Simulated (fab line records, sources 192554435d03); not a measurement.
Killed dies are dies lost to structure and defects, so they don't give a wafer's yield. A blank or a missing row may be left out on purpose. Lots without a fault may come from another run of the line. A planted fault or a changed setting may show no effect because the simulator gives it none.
A struck lot beside a sound one | flow n5_finfet | 36 steps out of a route of 1938
Sound: wafers L344.2, L344.3, L344.4. Struck: wafer L360.4. (L360.5 of the same lot was not struck and is left out.) The cause comes at the end.
At each step with rows: each side's tool, then ch and its chambers, then its first start. Under that, the readings that differ: sound wafers | struck wafers | difference of the means | sigmas: that difference in standard deviations of wafers without a fault.
alike: readings whose means differ by less than 2 such deviations, and words and numbers that are the same on both sides. not compared: withheld readings, readings that some wafer has no value for, bounds like >300 that may hide the same value, and numbers for which the record gives no deviation and whose values overlap.
The two part at a step that has a row with sigmas, a row that says differs or no value, or rows on one side only. Numbers that don't overlap but have no deviation are shown without sigmas and don't part them. A reading that every wafer of one side lacks parts them only if that side has two wafers or more.

first, 9 steps without rows for these wafers: N5_BEOL_M4_ANNEAL_95 (time 240 s); N5_BEOL_M4_SPUTTER_96 (material Cu, target thk 4.5 nm, time 8.29 s); N5_BEOL_M4_ECD_50 (material Cu, target thk 300 nm); N5_BEOL_M4_ANNEAL_51 (time 90 s); N5_BEOL_M4_CMP_52 (polishes, stops on SiOC, t overpolish 6.8 s, target thk 40 nm); N5_BEOL_M4_PRE_CLEAN_60 (time 15 s); N5_BEOL_M4_CO_CAP_55 (material Co, precursor CCTBA/H2, target thk 2 nm, time 102.1 s); N5_BEOL_M4_PRE_CLEAN_56 (time 15 s); N5_BEOL_M4_DEP_57 (deposits SiCN from 3MS/NH3, target thk 8 nm, time 14 s).
N5_BEOL_M4_RC_MEAS_101:
  sound on prober-02 ch 0, day 16 00:38; struck on prober-02 ch 0, day 20 05:53
  reading       | sound          | struck | difference | sigmas
  DIBL_N (mV/V) | 36.1 39.3 38.8 | 33.9   | -4.2       | -3
  alike: DIBL_P, IOFF_N, IOFF_P, ION_N, ION_P, SS_N, SS_P, VT_N, VT_P
then, 24 steps without rows for these wafers: N5_BEOL_M5_ILD_DEP_00 (deposits SiCOH lowk from DEMS/porogen, target thk 140.64 nm, time 25.9 s); N5_BEOL_M5_CURE_79 (cures SiCOH lowk, time 240 s); N5_BEOL_M5_PECVD_70 (deposits SiO2 from TEOS/O2, target thk 16 nm, time 18 s); N5_BEOL_M5_HM_DEP_02 (deposits TiN, target thk 20 nm); N5_BEOL_M5_COAT_59 (time 60 s, resist thk 60 nm); N5_BEOL_M5_COAT_60 (time 60 s, resist thk 12 nm); N5_BEOL_M5_COAT_71 (time 60 s, resist thk 5 nm); N5_BEOL_M5_COAT_05 (resist thk 30 nm); N5_BEOL_M5_EBR_07; N5_BEOL_M5_SOFTBAKE_06 (time 60 s); N5_BEOL_M5_EXPOSE_08 (exposes mask M5, target cd 28 nm); N5_BEOL_M5_PEB_09 (peb time 60 s); N5_BEOL_M5_DEVELOP_10 (develop time 30 s); N5_BEOL_M5_DESCUM_16 (chemistry O2, time 7 s); N5_BEOL_M5_ETCH_72 (etches underlayer in N2/H2, target depth 6.5 nm, time 5.2 s); N5_BEOL_M5_ETCH_61 (etches SiARC in CF4, target depth 15.6 nm, time 26 s); N5_BEOL_M5_ETCH_62 (etches SOC in N2/H2, target depth 75 nm, overetch 15 nm, time 112.5 s); N5_BEOL_M5_STRIP_63 (strips in N2/H2); N5_BEOL_M5_STRIP_73 (strips in N2/H2); N5_BEOL_M5_STRIP_64 (strips in CF4); N5_BEOL_M5_HM_OPEN_17 (chemistry Cl2/BCl3, target TiN, target depth 20 nm, overetch 6 nm); N5_BEOL_M5_STRIP_19 (strips in O2); N5_BEOL_M5_COAT_65 (time 60 s, resist thk 60 nm); N5_BEOL_M5_COAT_66 (time 60 s, resist thk 12 nm).
N5_BEOL_M5_VIA_ETCH_34: etches SiCOH lowk in C4F6/O2, target depth 88.3 nm, time 39.2 s.
  sound on rie_diel-01 ch 0,2,3, day 16 04:45; struck on rie_diel-04 ch 0, day 20 11:34
  reading                                  | sound             | struck | difference | sigmas
  showerhead_plenum_p_Torr (Torr)          | 2.86 2.87 2.75    | 2.98   | +0.15      | +2
  throttle_valve_pct (%)                   | 20.55 20.79 20.74 | 21.15  | +0.46      | +2
  model.etch.depth_nm (nm)                 | 88.75 88.03 86.85 | 69.76  | -18.12     |
  model.SOC_of_BEOL_M5_COAT_65.thk_nm (nm) | 55.8 55.8 55.6    | 57     | +1         |
  alike: bias_w, drypump_motor_current_A, oes_ar_750_au, oes_o_777_au, oes_product_au, rf_vpp_V
  not compared: rf_hours_counter_h
-- the record jumps here: 5 days lie between the struck wafers' starts before and after (it left off in module BEOL_M5 and takes up again in module PASSIVATION, whose first step shown is number 1936 of the route) --
N5_PASSIVATION_PROBE_49:
  sound on prober-02, day 20 18:44; struck on prober-01, day 25 00:49
  reading                  | sound          | struck | difference | sigmas
  defect_limited_yield (%) | 89.1 88.8 86.8 | 81.2   | -7.0       | -5
  killed_at_M0_to_M3       | 48 61 62       | 28     | -29        | -3
  killed_at_M4_up          | 15 26 21       | 137    | +116       | +21
  killed_dies              | 129 132 156    | 222    | +83        | +5
  killed_open              | 89 90 101      | 67     | -26        | -2
  sort_bin_5_function (%)  | 6.4 6.9 8.0    | 15.8   | +8.7       | +8
  sort_bin_6_memory (%)    | 4.4 3.9 4.9    | 3.1    | -1.3       | -2
  sort_n_pass              | 1051 1048 1024 | 958    | -83        | -5
  sort_yield_pct (%)       | 89.1 88.8 86.8 | 81.2   | -7.0       | -5
  alike: killed_at_contacts, killed_at_front_end, killed_at_other, killed_short

WHERE THEY PART
First at N5_BEOL_M4_RC_MEAS_101; last, within this record, at N5_PASSIVATION_PROBE_49.

WHY: what the simulator had put in
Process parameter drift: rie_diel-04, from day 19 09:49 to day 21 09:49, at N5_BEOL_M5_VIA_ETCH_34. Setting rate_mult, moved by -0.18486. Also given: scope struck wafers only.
